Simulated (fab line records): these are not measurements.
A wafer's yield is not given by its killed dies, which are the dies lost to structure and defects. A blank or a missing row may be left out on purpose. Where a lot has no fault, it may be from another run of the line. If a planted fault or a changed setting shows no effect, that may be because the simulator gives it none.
Chamber matching || flow n5_finfet || N5_BEOL_M5_STRIP_19 on rie_diel-06 has 4 sister chambers
The step strips in O2. 16 wafers are shown with their chamber, then 8 later ones without.

== WAFERS, EACH WITH ITS CHAMBER ==
{"wafer": "L075.3", "chamber": 1, "showerhead_plenum_p_Torr (Torr)": 2.07, "throttle_valve_pct (%)": 16.5, "oes_product_au (a.u.)": 0.90}
{"wafer": "L075.5", "chamber": 0, "showerhead_plenum_p_Torr (Torr)": 2.18, "throttle_valve_pct (%)": 16.9, "oes_product_au (a.u.)": 0.69}
{"wafer": "L075.6", "chamber": 3, "showerhead_plenum_p_Torr (Torr)": 2.07, "throttle_valve_pct (%)": 16.6, "oes_product_au (a.u.)": 0.92}
{"wafer": "L076.1", "chamber": 2, "showerhead_plenum_p_Torr (Torr)": 2.02, "throttle_valve_pct (%)": 17.2, "oes_product_au (a.u.)": 0.71}
{"wafer": "L076.2", "chamber": 1, "showerhead_plenum_p_Torr (Torr)": 2.07, "throttle_valve_pct (%)": 16.5, "oes_product_au (a.u.)": 0.90}
{"wafer": "L076.5", "chamber": 3, "showerhead_plenum_p_Torr (Torr)": 2.07, "throttle_valve_pct (%)": 16.6, "oes_product_au (a.u.)": 0.91}
{"wafer": "L078.1", "chamber": 0, "showerhead_plenum_p_Torr (Torr)": 2.18, "throttle_valve_pct (%)": 16.8, "oes_product_au (a.u.)": 0.70}
{"wafer": "L078.3", "chamber": 2, "showerhead_plenum_p_Torr (Torr)": 2.02, "throttle_valve_pct (%)": 17.2, "oes_product_au (a.u.)": 0.70}
{"wafer": "L078.5", "chamber": 0, "showerhead_plenum_p_Torr (Torr)": 2.18, "throttle_valve_pct (%)": 16.8, "oes_product_au (a.u.)": 0.70}
{"wafer": "L079.4", "chamber": 3, "showerhead_plenum_p_Torr (Torr)": 2.06, "throttle_valve_pct (%)": 16.6, "oes_product_au (a.u.)": 0.89}
{"wafer": "L079.5", "chamber": 0, "showerhead_plenum_p_Torr (Torr)": 2.18, "throttle_valve_pct (%)": 16.8, "oes_product_au (a.u.)": 0.70}
{"wafer": "L079.6", "chamber": 1, "showerhead_plenum_p_Torr (Torr)": 2.07, "throttle_valve_pct (%)": 16.5, "oes_product_au (a.u.)": 0.89}
{"wafer": "L081.1", "chamber": 0, "showerhead_plenum_p_Torr (Torr)": 2.18, "throttle_valve_pct (%)": 16.8, "oes_product_au (a.u.)": 0.70}
{"wafer": "L081.2", "chamber": 3, "showerhead_plenum_p_Torr (Torr)": 2.06, "throttle_valve_pct (%)": 16.6, "oes_product_au (a.u.)": 0.89}
{"wafer": "L081.6", "chamber": 0, "showerhead_plenum_p_Torr (Torr)": 2.18, "throttle_valve_pct (%)": 16.8, "oes_product_au (a.u.)": 0.70}
{"wafer": "L082.1", "chamber": 3, "showerhead_plenum_p_Torr (Torr)": 2.06, "throttle_valve_pct (%)": 16.6, "oes_product_au (a.u.)": 0.88}

SIGNATURES, as means of the wafers listed above
{"reading": "showerhead_plenum_p_Torr", "chamber 0": 2.1800, "chamber 1": 2.0700, "chamber 2": 2.0200, "chamber 3": 2.0640, "scatter within a chamber": 0.00316}
{"reading": "throttle_valve_pct", "chamber 0": 16.817, "chamber 1": 16.500, "chamber 2": 17.200, "chamber 3": 16.600, "scatter within a chamber": 0.0264}
{"reading": "oes_product_au", "chamber 0": 0.6983, "chamber 1": 0.8967, "chamber 2": 0.7050, "chamber 3": 0.8980, "scatter within a chamber": 0.0103}
Rule: for each reading, subtract the chamber's mean from the wafer's reading, divide by that reading's scatter and square the result; add these up over the readings and take the root, which gives the wafer's distance from the chamber. If the next closest chamber is less than 2 further off than the closest, the wafer can't be placed; otherwise it belongs to the closest. The scatter is the square root of a quotient: the sum, over the shown wafers, of each reading's squared deviation from its chamber's mean, divided by wafers minus chambers.

== WAFERS WHOSE CHAMBER IS MISSING ==
{"wafer": "L082.4", "showerhead_plenum_p_Torr (Torr)": 2.18, "throttle_valve_pct (%)": 16.9, "oes_product_au (a.u.)": 0.71}
{"wafer": "L082.6", "showerhead_plenum_p_Torr (Torr)": 2.06, "throttle_valve_pct (%)": 16.5, "oes_product_au (a.u.)": 0.88}
{"wafer": "L086.2", "showerhead_plenum_p_Torr (Torr)": 2.06, "throttle_valve_pct (%)": 16.6, "oes_product_au (a.u.)": 0.88}
{"wafer": "L086.3", "showerhead_plenum_p_Torr (Torr)": 2.01, "throttle_valve_pct (%)": 17.3, "oes_product_au (a.u.)": 0.70}
{"wafer": "L086.6", "showerhead_plenum_p_Torr (Torr)": 2.06, "throttle_valve_pct (%)": 16.5, "oes_product_au (a.u.)": 0.87}
{"wafer": "L092.2", "showerhead_plenum_p_Torr (Torr)": 2.06, "throttle_valve_pct (%)": 16.6, "oes_product_au (a.u.)": 0.85}
{"wafer": "L092.4", "showerhead_plenum_p_Torr (Torr)": 2.06, "throttle_valve_pct (%)": 16.5, "oes_product_au (a.u.)": 0.86}
{"wafer": "L092.6", "showerhead_plenum_p_Torr (Torr)": 2.01, "throttle_valve_pct (%)": 17.3, "oes_product_au (a.u.)": 0.70}

== WHICH CHAMBER EACH WENT THROUGH ==
{"wafer": "L082.4", "from the rows above": 0, "in truth": 0}
{"wafer": "L082.6", "from the rows above": "can't be placed: 1 or 3", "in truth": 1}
{"wafer": "L086.2", "from the rows above": 3, "in truth": 3}
{"wafer": "L086.3", "from the rows above": 2, "in truth": 2}
{"wafer": "L086.6", "from the rows above": "can't be placed: 1 or 3", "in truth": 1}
{"wafer": "L092.2", "from the rows above": "can't be placed: 3 or 1", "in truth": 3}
{"wafer": "L092.4", "from the rows above": "can't be placed: 1 or 3", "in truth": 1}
{"wafer": "L092.6", "from the rows above": 2, "in truth": 2}
4 of 8 placed correctly. Can't be placed from these rows: 4 (the true chamber is among the candidates in 4). Placed wrongly: 0.
